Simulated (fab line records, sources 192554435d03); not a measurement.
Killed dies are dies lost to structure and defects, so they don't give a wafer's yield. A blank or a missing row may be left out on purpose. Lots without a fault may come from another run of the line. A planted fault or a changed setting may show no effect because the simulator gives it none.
A struck lot beside a sound one | flow n5_finfet | 30 steps out of a route of 1938
Sound: wafers L109.2, L109.4, L109.6. Struck: wafer L100.6. (L100.2, L100.5 of the same lot were not struck and are left out.) The cause comes at the end.
At each step with rows: each side's tool, then ch and its chambers, then its first start. Under that, the readings that differ: sound wafers | struck wafers | difference of the means | sigmas: that difference in standard deviations of wafers without a fault.
alike: readings whose means differ by less than 2 such deviations, and words and numbers that are the same on both sides. not compared: withheld readings, readings that some wafer has no value for, bounds like >300 that may hide the same value, and numbers for which the record gives no deviation and whose values overlap.
The two part at a step that has a row with sigmas, a row that says differs or no value, or rows on one side only. Numbers that don't overlap but have no deviation are shown without sigmas and don't part them. A reading that every wafer of one side lacks parts them only if that side has two wafers or more.

first, 11 steps without rows for these wafers: N5_BEOL_M4_SPUTTER_92 (material Cu, target thk 4.5 nm, time 8.29 s); N5_BEOL_M4_ANNEAL_93 (time 240 s); N5_BEOL_M4_SPUTTER_94 (material Cu, target thk 4.5 nm, time 8.29 s); N5_BEOL_M4_ANNEAL_95 (time 240 s); N5_BEOL_M4_SPUTTER_96 (material Cu, target thk 4.5 nm, time 8.29 s); N5_BEOL_M4_ECD_50 (material Cu, target thk 300 nm); N5_BEOL_M4_ANNEAL_51 (time 90 s); N5_BEOL_M4_CMP_52 (polishes, stops on SiOC, t overpolish 6.8 s, target thk 40 nm); N5_BEOL_M4_PRE_CLEAN_60 (time 15 s); N5_BEOL_M4_CO_CAP_55 (material Co, precursor CCTBA/H2, target thk 2 nm, time 102.1 s); N5_BEOL_M4_PRE_CLEAN_56 (time 15 s).
N5_BEOL_M4_DEP_57: deposits SiCN from 3MS/NH3, target thk 8 nm, time 14 s.
  sound on pecvd-03 ch 0,1,2, day 14 02:28; struck on pecvd-01 ch 0, day 11 20:55
  alike: chamber_pressure_Torr, showerhead_plenum_p_Torr, throttle_valve_pct
N5_BEOL_M4_INSPECT_59: inspects for defects (darkfield).
  sound on defect_inspect-02, day 14 02:33; struck on defect_inspect-02, day 11 21:01
  reading          | sound     | struck | difference | sigmas
  raw_defect_count | 61 88 110 | 788    | +702       | +31
N5_BEOL_M4_RC_MEAS_101:
  sound on prober-01 ch 0, day 14 02:44; struck on prober-02 ch 0, day 11 21:12
  alike: DIBL_N, DIBL_P, IOFF_N, IOFF_P, ION_N, ION_P, SS_N, SS_P, VT_N, VT_P
then, 13 steps without rows for these wafers: N5_BEOL_M5_ILD_DEP_00 (deposits SiCOH lowk from DEMS/porogen, target thk 140.64 nm, time 25.9 s); N5_BEOL_M5_CURE_79 (cures SiCOH lowk, time 240 s); N5_BEOL_M5_PECVD_70 (deposits SiO2 from TEOS/O2, target thk 16 nm, time 18 s); N5_BEOL_M5_HM_DEP_02 (deposits TiN, target thk 20 nm); N5_BEOL_M5_COAT_59 (time 60 s, resist thk 60 nm); N5_BEOL_M5_COAT_60 (time 60 s, resist thk 12 nm); N5_BEOL_M5_COAT_71 (time 60 s, resist thk 5 nm); N5_BEOL_M5_COAT_05 (resist thk 30 nm); N5_BEOL_M5_EBR_07; N5_BEOL_M5_SOFTBAKE_06 (time 60 s); N5_BEOL_M5_EXPOSE_08 (exposes mask M5, target cd 28 nm); N5_BEOL_M5_PEB_09 (peb time 60 s); N5_BEOL_M5_DEVELOP_10 (develop time 30 s).
N5_BEOL_M5_INSPECT_13: inspects for defects (brightfield).
  sound on defect_inspect-02, day 14 06:11; struck on defect_inspect-01, day 11 23:41
  reading          | sound       | struck | difference | sigmas
  raw_defect_count | 476 359 495 | 1152   | +709       | +8
then, 1 step without rows for these wafers: N5_BEOL_M5_DESCUM_16 (chemistry O2, time 7 s).
-- the record jumps here: 4 days lie between the struck wafers' starts before and after (it left off in module BEOL_M5 and takes up again in module PASSIVATION, whose first step shown is number 1936 of the route) --
N5_PASSIVATION_PROBE_49:
  sound on prober-02, day 18 18:07; struck on prober-02, day 16 06:55
  reading                  | sound          | struck | difference | sigmas
  defect_limited_yield (%) | 88.1 90.6 90.8 | 84.2   | -5.6       | -4
  killed_at_M4_up          | 21 9 25        | 89     | +71        | +13
  killed_dies              | 140 111 108    | 186    | +66        | +4
  killed_on_rim            | 22 17 7        | 33     | +18        | +4
  sort_bin_5_function (%)  | 6.9 4.6 5.8    | 9.1    | +3.3       | +4
  sort_n_pass              | 1040 1069 1072 | 994    | -66        | -4
  sort_yield_pct (%)       | 88.1 90.6 90.8 | 84.2   | -5.6       | -4
  alike: killed_at_M0_to_M3, killed_at_contacts, killed_at_front_end, killed_at_other, killed_open, killed_short, sort_bin_6_memory

WHERE THEY PART
First at N5_BEOL_M4_INSPECT_59; last, within this record, at N5_PASSIVATION_PROBE_49.

WHY: what the simulator had put in
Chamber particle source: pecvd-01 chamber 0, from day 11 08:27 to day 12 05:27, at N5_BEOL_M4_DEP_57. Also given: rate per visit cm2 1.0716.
